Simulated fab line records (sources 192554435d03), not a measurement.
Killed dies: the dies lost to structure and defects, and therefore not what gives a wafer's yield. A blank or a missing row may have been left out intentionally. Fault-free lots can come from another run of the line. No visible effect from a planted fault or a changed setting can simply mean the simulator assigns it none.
fab line records	flow n5_finfet	part 2 of 2: steps 23 to 32 of 32
[record] lots = 5	wafers = 15	last_day = 17
route steps=1938 shown BEOL_M13@1674
lots with no fault: from the same line, run without faults
start_h: start of the lot's first displayed wafer, in hours after the record's first day	wait_h: hours from the lot's prior step to this one	" the same as in the row above	L1.1+2: a single row standing in for several wafers	- either no value or no given start	* or withheld: withheld	< > ~ a bound
route shown NAME@n: names a module that has steps shown in the file, with the first one's number in the route	usual: average and standard deviation across the fault-free wafers	same: alike in all rows	chamber/n: place in a boat	sites: readings site by site	_std_site: how widely they spread, as a standard deviation	_edge_site: the outer-site mean with the inner-site mean subtracted	radius_mm: for every site, how far away it sits from the centre of the wafer	mask NAME#n: copy n	behind: the tool/chamber that last shaped the wafer	hold: cause of the lot's hold/its duration in hours/its outcome	device: the transistor (n, p or np) that didn't switch	end of line: the route-end tests of the same wafers	where a step has no rows: the recipe by itself	killed: not the wafer's yield, but the dies lost to structure and defects at the first sort	map: the dies of a wafer, with x for killed, . for not killed, _ for no die there
set.NAME: the setting the step ran with; set.NAME@STEP: the setting that earlier step ran with	model.NAME: the simulator's own value behind a step, which no gauge read
lots at some steps of the route; a table a step, a row a wafer
services: a tool's chamber out of use, with start hour (start_h, from the record's first day; less than 0 if before it), hours out, and reason
[[steps]]
[step N5_BEOL_M13_TRENCH_ETCH_34]
[recipe] chemistry = C4F8/O2/Ar	target = SiOC	target_depth_a = 4134.7	mask_material = SOC	pressure_mtorr = 30	source_w = 3000	bias_w = 700	Ar_flow_sccm = 400	C4F8_flow_sccm = 15	O2_flow_sccm = 8	he_inner_torr = 15	he_outer_torr = 30	time_s = 162.6	ion_energy_ev = 250
[usual] drypump_motor_current_A = 5.65/0.27	mfc_ar_sccm = 400.0/1.1	oes_product_au = 0.82/0.091	rf_vpp_V = 665/3	showerhead_plenum_p_Torr = 3.42/0.11	throttle_valve_pct = 24.11/0.2
lot.wafer	tool	chamber	start_h	wait_h	drypump_motor_current_A	mfc_ar_sccm	oes_product_au	rf_hours_counter_h	rf_vpp_V	showerhead_plenum_p_Torr	throttle_valve_pct
L075.1	rie_diel-02	0	280.62	0.0	5.28	400.8	0.70	211	661	3.23	24.13
L075.2	"	3	"	"	5.52	399.7	0.91	16	663	3.34	24.26
L075.5	"	3	"	"	5.51	400.2	0.91	-	663	3.34	24.29
L076.3	rie_diel-02	0	283.71	0.0	5.31	400.7	0.71	212	661	3.23	24.13
L076.4	"	1	"	"	5.85	399.6	0.93	9	667	3.51	23.83
L076.6	"	3	"	"	5.46	399.8	0.91	-	665	3.34	24.27
L082.2	rie_diel-02	1	294.16	0.0	5.84	399.0	0.91	12	667	3.51	23.85
L082.3	"	3	"	"	5.48	401.1	0.90	20	664	3.34	24.28
L082.6	"	2	"	"	5.68	400.3	0.90	-	667	3.49	23.94
L085.1	rie_diel-02	2	330.78	0.0	5.69	401.8	0.88	36	667	3.49	23.94
L085.4	"	0	"	"	5.31	400.3	0.69	232	660	3.22	24.16
L085.6	"	1	"	"	5.86	399.7	0.89	-	668	3.50	23.87
L093.1	rie_diel-04	1	377.67	0.0	5.90	399.9	0.68	231	668	3.51	24.19
L093.4	"	0	"	"	5.70	400.0	0.67	245	663	3.37	24.67
L093.5	"	3	"	"	5.50	399.0	0.93	-	672	3.60	24.22
[step N5_BEOL_M13_STRIP_70]
[recipe] chemistry = C4F8/O2/Ar	resist = SiARC	rf_frequency_hz = 6e+07
lot.wafer	tool	chamber	start_h	wait_h
L075.1+2+5	rie_diel-02	0,3,3	280.76	0.1
L076.3+4+6	rie_diel-02	0,1,3	283.84	0.1
L082.2+3+6	rie_diel-02	1,3,2	294.29	0.1
L085.1+4+6	rie_diel-02	2,0,1	330.91	0.1
L093.1+4+5	rie_diel-04	1,0,3	377.81	0.1
[step N5_BEOL_M13_OCD_MEAS_35]
[usual] trench_depth_nm = 413/5.8
lot.wafer	tool	chamber	start_h	wait_h	trench_depth_nm
L075.1	ocd-01	-	280.80	0.0	404
L075.2	"	-	"	"	419
L075.5	"	-	"	"	421
L076.3	ocd-02	-	283.89	0.0	409
L076.4	"	-	"	"	418
L076.6	"	-	"	"	423
L082.2	ocd-02	-	294.33	0.0	409
L082.3	"	-	"	"	419
L082.6	"	-	"	"	408
L085.1	ocd-02	-	330.95	0.0	412
L085.4	"	-	"	"	407
L085.6	"	-	"	"	412
L093.1	ocd-01	-	377.85	0.0	411
L093.4	"	-	"	"	399
L093.5	"	-	"	"	418
[step N5_BEOL_M13_STRIP_37]
[recipe] chemistry = N2/H2	power_w = 1000	temp_c = 250	h2_frac = 0.65	overash_fraction = 0.3	pressure_mtorr = withheld	n2_flow_sccm = 1750	h2_flow_sccm = 3250
[usual] drypump_motor_current_A = 5.5/0.55	h2_flow_sccm = 3251/9.1	heater_power_w = 337/10	oes_product_au = 0.783/0.011
lot.wafer	tool	chamber	start_h	wait_h	drypump_motor_current_A	h2_flow_sccm	heater_power_w	oes_product_au	rf_hours_counter_h
L075.1	plasma_asher-01	1	280.84	0.0	4.7	3258	323	0.778	126
L075.2	"	0	"	"	5.7	3256	340	0.797	126
L075.5	"	0	"	"	5.7	3253	342	0.781	-
L076.3	plasma_asher-01	1	283.94	0.1	4.7	3246	322	0.769	-
L076.4	"	0	"	"	5.7	3231	341	0.772	-
L076.6	"	1	"	"	4.7	3242	322	0.779	-
L082.2	plasma_asher-01	1	294.37	0.0	4.7	3259	322	0.782	129
L082.3	"	0	"	"	5.7	3248	348	0.796	-
L082.6	"	1	"	"	4.7	3259	330	0.786	-
L085.1	plasma_asher-02	1	330.99	0.0	5.8	3263	342	0.801	88
L085.4	"	1	"	"	5.8	3262	342	0.773	-
L085.6	"	0	"	"	6.2	3245	327	0.773	-
L093.1	plasma_asher-01	0	377.89	0.0	5.7	3251	343	0.772	144
L093.4	"	0	"	"	5.7	3240	336	0.804	-
L093.5	"	1	"	"	4.7	3239	329	0.795	-
[step N5_BEOL_M13_ETCH_38]
[recipe] chemistry = CF4/N2	target = SiCN	target_depth_a = 675	taper_deg = 2	time_s = 71.9	ion_energy_ev = 150	mask_material = SiO2	pressure_mtorr = 40	source_w = 430	bias_w = 70	Ar_flow_sccm = 100	cf4_flow_sccm = 60	n2_flow_sccm = 60
[usual] drypump_motor_current_A = 5.7/0.34	mfc_ar_sccm = 99.99/0.29	oes_product_au = 0.78/0.092	rf_vpp_V = 382.4/1.8	showerhead_plenum_p_Torr = 2.22/0.07	throttle_valve_pct = 15.40/0.22
lot.wafer	tool	chamber	start_h	wait_h	drypump_motor_current_A	mfc_ar_sccm	oes_product_au	rf_hours_counter_h	rf_vpp_V	showerhead_plenum_p_Torr	throttle_valve_pct
L075.1	rie_diel-02	2	282.13	-	5.6	99.90	0.92	16	384.6	2.26	15.08
L075.2	"	0	"	"	5.3	99.67	0.70	211	379.4	2.10	15.61
L075.5	"	0	"	"	5.3	100.14	0.70	-	380.5	2.10	15.62
L076.3	rie_diel-02	0	284.48	-	5.3	99.95	0.70	212	379.8	2.10	15.63
L076.4	"	3	"	"	5.5	100.21	0.90	17	381.6	2.15	15.38
L076.6	"	1	"	"	5.9	100.39	0.91	-	382.6	2.26	15.01
L082.2	rie_diel-04	2	299.17	-	5.8	100.08	0.90	20	381.2	2.17	15.10
L082.3	"	3	"	"	5.5	99.99	0.69	249	380.3	2.08	15.85
L082.6	"	0	"	"	5.7	100.27	0.68	-	381.1	2.18	15.83
L085.1	rie_diel-04	2	339.36	-	5.7	99.34	0.87	36	382.7	2.17	15.12
L085.4	"	1	"	"	5.9	100.07	0.68	218	383.0	2.28	15.53
L085.6	"	1	"	"	5.9	100.26	0.68	-	381.7	2.28	15.51
L093.1	rie_diel-02	3	378.71	-	5.5	99.73	0.83	53	379.3	2.14	15.47
L093.4	"	1	"	"	5.8	99.81	0.84	-	382.9	2.25	15.07
L093.5	"	2	"	"	5.7	99.47	0.85	-	382.1	2.24	15.13
[step N5_BEOL_M13_PRECLEAN_39]
[recipe] chemistry = residue_remover	time_s = 60	temp_c = 40
lot.wafer	tool	chamber	start_h	wait_h
L075.1+2+5	wet_bench-02	0,6,1	282.26	0.1
L076.3+4+6	wet_bench-02	5,1,7	284.61	0.1
L082.2+3+6	wet_bench-06	4,3,6	299.29	0.1
L085.1+4+6	wet_bench-02	2,4,0	339.48	0.1
L093.1+4+5	wet_bench-01	3,0,5	378.84	0.1
[step N5_BEOL_M13_SRD_40]
[recipe] time_s = 30	temp_c = 23	rinse_liquid = diw	dry = n2_spin	spin_rpm = 1500	dry_time_s = 30
lot.wafer	tool	chamber	start_h	wait_h
L075.1+2+5	wet_bench-02	0,6,1	282.28	0.0
L076.3+4+6	wet_bench-02	5,1,7	284.65	0.0
L082.2+3+6	wet_bench-06	4,3,6	299.31	0.0
L085.1+4+6	wet_bench-02	2,4,0	339.50	0.0
L093.1+4+5	wet_bench-01	3,0,5	378.86	0.0
[step N5_BEOL_M13_DEGAS_41]
[recipe] ambient = vacuum	temp_c = 250	time_s = 60
[usual] heater_power_w = 336/36
lot.wafer	tool	chamber	start_h	wait_h	heater_power_w
L075.1	pvd_sputter-01	-	282.57	0.3	316
L075.2	"	-	"	"	267
L075.5	"	-	"	"	260
L076.3	pvd_sputter-03	-	284.96	0.3	317
L076.4	"	-	"	"	378
L076.6	"	-	"	"	319
L082.2	pvd_sputter-02	-	299.57	0.2	311
L082.3	"	-	"	"	336
L082.6	"	-	"	"	329
L085.1	pvd_sputter-01	-	339.76	0.2	311
L085.4	"	-	"	"	312
L085.6	"	-	"	"	393
L093.1	pvd_sputter-01	-	379.36	0.5	394
L093.4	"	-	"	"	267
L093.5	"	-	"	"	261
[step N5_BEOL_M13_PRE_CLEAN_42]
[recipe] gas = H2/He	time_s = 30	temp_c = 250
[usual] heater_power_w = 337/36
lot.wafer	tool	chamber	start_h	wait_h	heater_power_w
L075.1	pvd_sputter-01	-	282.61	0.0	312
L075.2	"	-	"	"	267
L075.5	"	-	"	"	261
L076.3	pvd_sputter-03	-	285.00	0.0	323
L076.4	"	-	"	"	373
L076.6	"	-	"	"	317
L082.2	pvd_sputter-02	-	299.61	0.0	312
L082.3	"	-	"	"	332
L082.6	"	-	"	"	322
L085.1	pvd_sputter-01	-	339.80	0.0	318
L085.4	"	-	"	"	312
L085.6	"	-	"	"	395
L093.1	pvd_sputter-01	-	379.40	0.0	376
L093.4	"	-	"	"	260
L093.5	"	-	"	"	265
[step N5_BEOL_M13_SPUTTER_43]
[recipe] material = TaN	target_thk_a = 150	temp_c = 50	bias_v = 168.6	power_w = 15000	chamber_pressure_pa = 0.12	time_s = 24.19
[usual] throttle_valve_pct = 30.1/1.5
lot.wafer	tool	chamber	start_h	wait_h	throttle_valve_pct
L075.1	pvd_sputter-01	-	282.65	0.0	29.8
L075.2	"	-	"	"	30.7
L075.5	"	-	"	"	30.7
L076.3	pvd_sputter-03	-	285.04	0.0	30.2
L076.4	"	-	"	"	33.5
L076.6	"	-	"	"	30.0
L082.2	pvd_sputter-02	-	299.65	0.0	31.2
L082.3	"	-	"	"	30.0
L082.6	"	-	"	"	29.5
L085.1	pvd_sputter-01	-	339.84	0.0	29.6
L085.4	"	-	"	"	28.9
L085.6	"	-	"	"	31.4
L093.1	pvd_sputter-01	-	380.85	1.4	31.2
L093.4	"	-	"	"	30.6
L093.5	"	-	"	"	30.6
[[services]]
tool	chamber	start_h	hours	kind
litho_track-05	-	255.66	-	consumable_replace:filter
rie_diel-02	-	257.01	2.8	pm
rie_diel-02	3	261.30	17.6	repair
krf_scanner-02	-	270.27	4.4	pm
litho_track-02	-	275.21	-	consumable_replace:filter
plasma_asher-01	-	290.59	3.1	repair
krf_scanner-02	-	292.30	4.4	pm
krf_scanner-02	-	298.53	0.8	pm
rie_diel-04	3	301.26	-	clean
rie_diel-04	3	301.26	-	consumable_replace:focus_ring
rie_diel-04	3	301.26	-	consumable_replace:showerhead
rie_diel-02	1	307.24	11.4	repair
krf_scanner-01	-	313.61	0.8	pm
rie_diel-05	-	330.98	14.6	pm
pvd_sputter-01	-	352.83	2.6	repair
krf_scanner-02	-	363.18	1.0	pm
krf_scanner-01	-	366.50	1.3	pm
wet_bench-02	-	375.27	2.5	repair
rie_diel-02	0	377.97	-	clean
rie_diel-02	0	377.97	-	consumable_replace:focus_ring
rie_diel-02	0	377.97	-	consumable_replace:showerhead
rie_diel-02	0	377.97	28.3	scheduled_down
rie_diel-02	0	377.97	28.3	vent_cycle
rie_diel-05	-	379.52	0.5	repair
